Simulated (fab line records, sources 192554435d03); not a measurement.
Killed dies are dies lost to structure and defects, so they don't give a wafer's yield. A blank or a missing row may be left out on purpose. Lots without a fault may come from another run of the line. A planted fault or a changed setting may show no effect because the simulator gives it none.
Chamber matching | flow n5_finfet | N5_BEOL_M13_ETCH_59 on rie_diel-04: 4 sister chambers
The step etches BARC in N2/H2, target depth 89 nm, overetch 26.7 nm, time 67.9 s. 22 wafers are shown with their chamber, then 11 later ones without.

WAFERS WITH THEIR CHAMBER
wafer  | chamber | drypump_motor_current_A (A) | showerhead_plenum_p_Torr (Torr) | throttle_valve_pct (%)
L074.1 | 3       | 6.4                         | 2.55                            | 18.29
L074.5 | 0       | 5.2                         | 2.59                            | 17.93
L074.6 | 3       | 6.4                         | 2.55                            | 18.32
L075.2 | 1       | 5.7                         | 2.52                            | 17.84
L075.5 | 3       | 6.4                         | 2.55                            | 18.30
L075.6 | 2       | 4.8                         | 2.42                            | 18.11
L076.4 | 0       | 5.3                         | 2.58                            | 17.97
L076.5 | 0       | 5.3                         | 2.58                            | 17.93
L076.6 | 1       | 5.6                         | 2.52                            | 17.85
L079.1 | 1       | 5.7                         | 2.52                            | 17.84
L079.3 | 0       | 5.3                         | 2.58                            | 17.93
L079.4 | 2       | 4.7                         | 2.42                            | 18.11
L078.4 | 3       | 6.4                         | 2.55                            | 18.33
L078.5 | 3       | 6.4                         | 2.55                            | 18.32
L078.6 | 2       | 4.8                         | 2.42                            | 18.12
L083.3 | 1       | 5.7                         | 2.51                            | 17.88
L083.4 | 0       | 5.3                         | 2.58                            | 17.97
L083.5 | 1       | 5.7                         | 2.51                            | 17.87
L082.2 | 0       | 5.3                         | 2.58                            | 17.96
L082.3 | 3       | 6.4                         | 2.54                            | 18.32
L082.6 | 3       | 6.4                         | 2.54                            | 18.34
L086.1 | 0       | 5.3                         | 2.57                            | 17.98

SIGNATURES (means of the wafers above)
reading                  | chamber 0 | chamber 1 | chamber 2 | chamber 3 | scatter within a chamber
drypump_motor_current_A  | 5.286     | 5.680     | 4.767     | 6.400     | 0.0359
showerhead_plenum_p_Torr | 2.5800    | 2.5160    | 2.4200    | 2.5471    | 0.00507
throttle_valve_pct       | 17.9529   | 17.8560   | 18.1133   | 18.3171   | 0.0184
Rule: a wafer's distance from a chamber is the root of the sum, over the readings, of the square of ((its reading less the chamber's mean) divided by the reading's scatter). The wafer belongs to the nearest chamber; if the next one is less than 2 further off, it can't be placed. The scatter: the root of (the sum of the squares of (reading less its chamber's mean) over the shown wafers, divided by (wafers less chambers)).

WAFERS WITHOUT THEIR CHAMBER
wafer  | drypump_motor_current_A (A) | showerhead_plenum_p_Torr (Torr) | throttle_valve_pct (%)
L086.2 | 6.4                         | 2.54                            | 18.34
L086.3 | 5.6                         | 2.51                            | 17.89
L090.1 | 4.8                         | 2.73                            | 17.63
L090.2 | 5.7                         | 2.51                            | 17.88
L090.6 | 5.7                         | 2.51                            | 17.89
L092.2 | 5.3                         | 2.57                            | 18.02
L092.4 | 4.7                         | 2.73                            | 17.66
L092.6 | 6.4                         | 2.53                            | 18.37
L096.1 | 4.8                         | 2.73                            | 17.66
L096.3 | 5.3                         | 2.57                            | 18.01
L096.5 | 6.4                         | 2.53                            | 18.38

WHICH CHAMBER EACH WENT THROUGH
wafer  | from the rows above | in truth
L086.2 | 3                   | 3
L086.3 | 1                   | 1
L090.1 | 0                   | 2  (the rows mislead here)
L090.2 | 1                   | 1
L090.6 | 1                   | 1
L092.2 | 0                   | 0
L092.4 | 0                   | 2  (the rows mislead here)
L092.6 | 3                   | 3
L096.1 | 0                   | 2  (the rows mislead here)
L096.3 | 0                   | 0
L096.5 | 3                   | 3
Placed correctly: 8 of 11. Can't be placed from these rows: 0. Placed wrongly: 3.
